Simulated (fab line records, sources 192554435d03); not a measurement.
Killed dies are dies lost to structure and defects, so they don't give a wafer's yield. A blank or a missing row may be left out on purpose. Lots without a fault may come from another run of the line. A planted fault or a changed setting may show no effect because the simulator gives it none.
fab line records | flow n5_finfet | part 2 of 2: steps 22 to 29 of 29
record lots=5 wafers=15 last_day=15
route steps=1938 shown GATE_CUT@501 MOL_CONTACT_COAG@517
lots that met no fault: from a run of the same line without faults
start_h: hours from the record's first day to the start of the lot's first wafer shown | wait_h: hours since the lot's step before | " the same as in the row above | L1.1+2: a row that stands for several wafers | - no value, or no start given | * or withheld: withheld | < > ~ a bound
route shown NAME@n: a module of which the file shows steps, and the number in the route of the first | usual: mean/standard deviation of fault-free wafers | same: alike in all rows | chamber/n: place in a boat | sites: the reading at each site | _std_site: their standard deviation | _edge_site: outer sites' mean less inner sites' | radius_mm: how far each site lies from the wafer's centre | mask NAME#n: copy n | behind: the tool/chamber that last shaped the wafer | hold: why the lot was held/for how many hours/how that ended | device: the transistor (n, p or np) that didn't switch | end of line: the same wafers' tests at the end of the route | a step without rows: its recipe alone | killed: dies lost to structure and defects at the first sort, not the wafer's yield | map: a wafer's dies, x killed, . not, _ none there
set.NAME: the setting as run; set.NAME@STEP: as run at that earlier step | model.NAME: the simulator's own value behind a step, which no gauge read
lots at some steps of the route; a table a step, a row a wafer
services: from which hour (start_h, from the record's first day; less than 0 if before it) a tool's chamber was out of use, for how many hours, and why
## steps
# step N5_MOL_CONTACT_COAG_EXPOSE_05
# recipe mask_id=CA na=0.33 source_shape=annular sigma_inner=0.4 sigma_outer=0.8 polarization=unpolarized defocus_nm=0 dose_mj=38.25
# same sigma_inner=0.4
# columns lot.wafer tool chamber start_h wait_h mask
L075.2+4+5 euv_scanner-01 0 96.15 - CA#0
L083.1+2+6 euv_scanner-02 0 146.30 - CA#0
L084.1+2+3 euv_scanner-01 0 148.15 - CA#0
L088.2+3+6 euv_scanner-01 0 175.38 - CA#0
L090.1+2+5 euv_scanner-02 0 181.78 - CA#0
# step N5_MOL_CONTACT_COAG_PEB_06
# recipe peb_temp_c=100 peb_time_s=60 resist=CAR-EUV
# columns lot.wafer tool chamber start_h wait_h
L075.2+4+5 litho_track-02 0 96.21 0.0
L083.1+2+6 litho_track-03 0 146.36 0.1
L084.1+2+3 litho_track-03 0 148.21 0.1
L088.2+3+6 litho_track-03 0 175.43 0.0
L090.1+2+5 litho_track-03 0 181.85 0.1
# step N5_MOL_CONTACT_COAG_DEVELOP_07
# recipe develop_time_s=30 developer=TMAH resist=CAR-EUV rinse_liquid=surfactant_rinse dry=air_spin dev_temp_c=23
# columns lot.wafer tool chamber start_h wait_h
L075.2+4+5 litho_track-02 0 - -
L083.1+2+6 litho_track-03 0 - -
L084.1+2+3 litho_track-03 0 - -
L088.2+3+6 litho_track-03 0 - -
L090.1+2+5 litho_track-03 0 - -
# step N5_MOL_CONTACT_COAG_CD_MEAS_08
# recipe target_cd_nm=28 landing_energy_ev=500 detector=se_inlens polarity=opening
# usual cd_nm=27.94/0.21
# columns lot.wafer tool chamber start_h wait_h cd_nm
L075.2 cd_sem-02 0 96.28 - 28.38
L075.4 " 0 " " 27.66
L075.5 " 0 " " 27.97
L083.1 cd_sem-02 0 146.43 - 27.90
L083.2 " 0 " " 27.93
L083.6 " 0 " " 27.89
L084.1 cd_sem-01 0 148.28 - 27.40
L084.2 " 0 " " 27.75
L084.3 " 0 " " 27.89
L088.2 cd_sem-02 0 175.50 - 28.18
L088.3 " 0 " " 28.06
L088.6 " 0 " " 28.00
L090.1 cd_sem-03 0 181.91 - 27.92
L090.2 " 0 " " 27.94
L090.5 " 0 " " 27.47
# step N5_MOL_CONTACT_COAG_OVL_MEAS_09
# recipe points_per_wafer=522
# usual CA_OVL=0.2/0.6
# columns lot.wafer tool chamber start_h wait_h CA_OVL[nm]
L075.2 overlay-01 0 96.31 0.0 0.6
L075.4 " 0 " " -0.7
L075.5 " 0 " " 1.1
L083.1 overlay-01 0 146.46 0.0 -0.6
L083.2 " 0 " " -0.3
L083.6 " 0 " " 0.8
L084.1 overlay-01 0 148.31 0.0 -1.1
L084.2 " 0 " " -0.6
L084.3 " 0 " " 0.1
L088.2 overlay-01 0 175.54 0.0 -0.1
L088.3 " 0 " " -1.3
L088.6 " 0 " " -0.9
L090.1 overlay-02 0 181.94 0.0 0.6
L090.2 " 0 " " -0.4
L090.5 " 0 " " 0.0
# step N5_MOL_CONTACT_COAG_INSPECT_10
# recipe mode=adi inspect_instrument=brightfield
# usual raw_defect_count=80/28
# columns lot.wafer tool chamber start_h wait_h raw_defect_count
L075.2 defect_inspect-01 - 96.36 0.0 39
L075.4 " - " " 112
L075.5 " - " " 59
L083.1 defect_inspect-02 - 146.52 0.1 99
L083.2 " - " " 78
L083.6 " - " " 48
L084.1 defect_inspect-01 - 148.37 0.1 82
L084.2 " - " " 61
L084.3 " - " " 62
L088.2 defect_inspect-02 - 175.59 0.0 71
L088.3 " - " " 108
L088.6 " - " " 51
L090.1 defect_inspect-01 - 182.00 0.1 82
L090.2 " - " " 91
L090.5 " - " " 131
# step N5_MOL_CONTACT_COAG_DESCUM_13
# recipe chemistry=O2 time_s=7 source_power_w=50 bias_power_w=20 pressure_mtorr=20 rf_frequency_hz=2.712e+07 temp_c=40 resist=CAR-EUV o2_flow_sccm=225
# usual bias_power_w=20.00/0.065 drypump_motor_current_A=5.8/0.33 oes_product_au=0.78/0.084 rf_vpp_V=243.6/1.3 showerhead_plenum_p_Torr=2.12/0.069 temp_c=40.00/0.11 throttle_valve_pct=20.44/0.27
# columns lot.wafer tool chamber start_h wait_h bias_power_w drypump_motor_current_A oes_product_au rf_hours_counter_h rf_vpp_V showerhead_plenum_p_Torr temp_c throttle_valve_pct
L075.2 rie_diel-04 0 96.40 0.0 19.96 6.2 0.73 196 245.2 2.18 39.90 20.55
L075.4 " 2 " " 19.98 6.1 0.77 138 241.6 2.09 40.21 20.72
L075.5 " 1 " " 19.93 6.4 0.70 - 245.1 2.16 39.98 20.70
L083.1 rie_diel-03 3 146.55 0.0 19.96 5.6 0.73 169 243.3 2.09 40.06 20.76
L083.2 " 0 " " 20.11 5.7 0.67 221 245.8 2.16 39.92 20.71
L083.6 " 0 " " 20.08 5.7 0.68 - 244.2 2.16 39.90 20.72
L084.1 rie_diel-03 3 148.40 0.0 20.04 5.5 0.74 170 242.6 2.09 40.18 20.76
L084.2 " 1 " " 20.05 5.4 0.76 155 243.3 2.01 39.89 20.01
L084.3 " 2 " " 19.98 5.8 0.89 38 244.3 2.23 40.13 20.13
L088.2 rie_diel-03 0 175.62 0.0 19.93 5.7 0.67 231 244.5 2.16 40.13 20.73
L088.3 " 3 " " 19.96 5.6 0.73 180 242.1 2.09 40.07 20.79
L088.6 " 3 " " 20.06 5.5 0.73 - 243.2 2.09 40.01 20.79
L090.1 rie_diel-05 0 182.04 0.0 20.02 5.6 0.86 39 245.3 2.22 39.90 20.08
L090.2 " 2 " " 20.01 5.5 0.86 52 243.5 2.13 39.97 20.33
L090.5 " 3 " " 20.00 5.8 0.84 - 241.1 2.04 39.99 20.36
# step N5_MOL_CONTACT_COAG_ETCH_59
# recipe chemistry=N2/H2 target=underlayer target_depth_a=130 mask_material=CAR-EUV time_s=10.4 ion_energy_ev=200 pressure_mtorr=30 source_w=840 bias_w=150 n2_flow_sccm=200 h2_flow_sccm=200 ends=cleared
# usual drypump_motor_current_A=5.8/0.33 etch_rf_on_time_s=10.32/0.14 h2_flow_sccm=200.0/0.55 oes_product_au=0.67/0.071 rf_vpp_V=524.9/2.4 showerhead_plenum_p_Torr=2.58/0.082 throttle_valve_pct=17.8/0.31
# columns lot.wafer tool chamber start_h wait_h drypump_motor_current_A etch_rf_on_time_s h2_flow_sccm oes_product_au rf_hours_counter_h rf_vpp_V showerhead_plenum_p_Torr throttle_valve_pct
L075.2 rie_diel-04 0 96.43 0.0 6.3 10.37 200.3 0.63 196 525.8 2.63 17.9
L075.4 " 2 " " 6.1 10.51 200.6 0.66 138 523.9 2.56 18.3
L075.5 " 1 " " 6.4 10.30 200.0 0.60 - 525.9 2.62 18.1
L083.1 rie_diel-03 3 146.59 0.0 5.6 10.47 200.3 0.62 169 524.3 2.53 18.1
L083.2 " 0 " " 5.7 10.56 199.9 0.58 221 525.9 2.62 18.1
L083.6 " 0 " " 5.7 10.54 199.5 0.59 - 524.9 2.62 18.1
L084.1 rie_diel-03 3 148.43 0.0 5.6 10.37 200.0 0.62 170 521.8 2.53 18.1
L084.2 " 1 " " 5.4 10.17 200.2 0.65 155 521.6 2.44 17.5
L084.3 " 2 " " 5.8 10.21 199.2 0.77 38 527.8 2.69 17.5
L088.2 rie_diel-03 0 175.66 0.0 5.7 10.51 199.2 0.58 231 524.4 2.61 18.1
L088.3 " 3 " " 5.6 10.48 199.5 0.62 180 522.0 2.53 18.1
L088.6 " 3 " " 5.6 10.49 199.9 0.62 - 524.9 2.53 18.1
L090.1 rie_diel-05 0 182.07 0.0 5.7 10.15 200.0 0.75 39 527.1 2.69 17.4
L090.2 " 2 " " 5.5 10.14 200.6 0.73 52 525.7 2.58 17.7
L090.5 " 3 " " 5.8 10.10 200.7 0.73 - 522.2 2.46 17.6
## services
# columns tool chamber start_h hours kind
euv_scanner-01 - 72.01 1.0 pm
euv_scanner-02 - 75.59 1.0 pm
plasma_asher-02 - 85.11 14.6 pm
euv_scanner-02 - 88.62 4.6 pm
cmp-02 - 93.50 4.2 repair
rie_diel-03 3 95.34 22.6 repair
cmp-01 - 101.93 0.7 repair
cmp-03 - 103.29 3.8 repair
rie_diel-03 0 103.91 18.7 repair
plasma_asher-02 - 105.73 2.8 pm
cmp-03 - 107.12 5.7 pm
rie_metal-02 - 107.43 2.8 pm
rie_metal-03 - 108.13 14.6 pm
euv_scanner-01 - 112.18 0.6 repair
rie_diel-03 - 112.50 2.8 repair
rie_diel-04 2 116.92 6.0 repair
euv_scanner-01 - 120.51 1.0 repair
cmp-03 - 123.72 1.0 repair
euv_scanner-01 - 128.16 1.0 pm
euv_scanner-02 - 131.79 1.0 pm
rie_metal-02 0 142.03 22.0 repair
cmp-03 - 143.32 18.2 repair
euv_scanner-01 - 176.48 4.6 pm
rie_metal-03 0 178.85 7.3 repair
